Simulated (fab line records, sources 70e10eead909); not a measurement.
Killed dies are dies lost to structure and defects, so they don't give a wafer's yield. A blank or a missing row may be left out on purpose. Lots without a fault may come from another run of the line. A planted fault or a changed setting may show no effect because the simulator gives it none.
Which tool did it? | flow nand_harc | 6 lots, 18 wafers sampled, at 2 steps of a route of 1302

WHAT THE GAUGES READ, wafer by wafer
NHARC_P_M0_INSPECT_27.
lot  | measured     | on                | raw_defect_count
L706 | day 6 21:25  | defect_inspect-01 | 181 307 221
L708 | day 8 05:13  | defect_inspect-02 | 337 254 449
L710 | day 8 14:17  | defect_inspect-01 | 410 336 439
L712 | day 9 16:38  | defect_inspect-01 | 240 349 238
L716 | day 11 02:22 | defect_inspect-02 | 222 100 335
L723 | day 14 03:28 | defect_inspect-02 | 382 296 166

WHICH TOOL RAN EACH LOT (tool, then ch and the chambers of the sampled wafers, then the start)
lot  | NHARC_P_M0_CMP_23
L706 | cmp-04 ch 0,2,3, day 6 20:57
L708 | cmp-01 ch 0,2,3, day 8 04:46
L710 | cmp-02 ch 0,3, day 8 13:47
L712 | cmp-01 ch 1,2, day 9 16:11
L716 | cmp-01 ch 0,2,3, day 11 01:56
L723 | cmp-04 ch 1,2, day 14 02:59
- NHARC_P_M0_CMP_23: polishes, t overpolish 20 s, target thk 117.54 nm.

THE ANSWER, worked out from the rows above alone
Rule: what is usual is taken from the lots themselves. Put in order of their means at a reading, lots are off if they are a third of the lots or fewer, leave a main group of 4 or more, and stand apart from it by a gap of 3 or more times the standard deviation of the main group's means; of several such gaps the widest counts. A main group whose means are all the same, to the digits that the tables above print for the reading, isn't used. A lot without any number at a reading at which 4 lots or more have one is off too. The other lots that the step has rows for count as sound.
No lot is off at any reading shown: from this, nothing can be told.

WHAT THE SIMULATOR HAD PUT IN
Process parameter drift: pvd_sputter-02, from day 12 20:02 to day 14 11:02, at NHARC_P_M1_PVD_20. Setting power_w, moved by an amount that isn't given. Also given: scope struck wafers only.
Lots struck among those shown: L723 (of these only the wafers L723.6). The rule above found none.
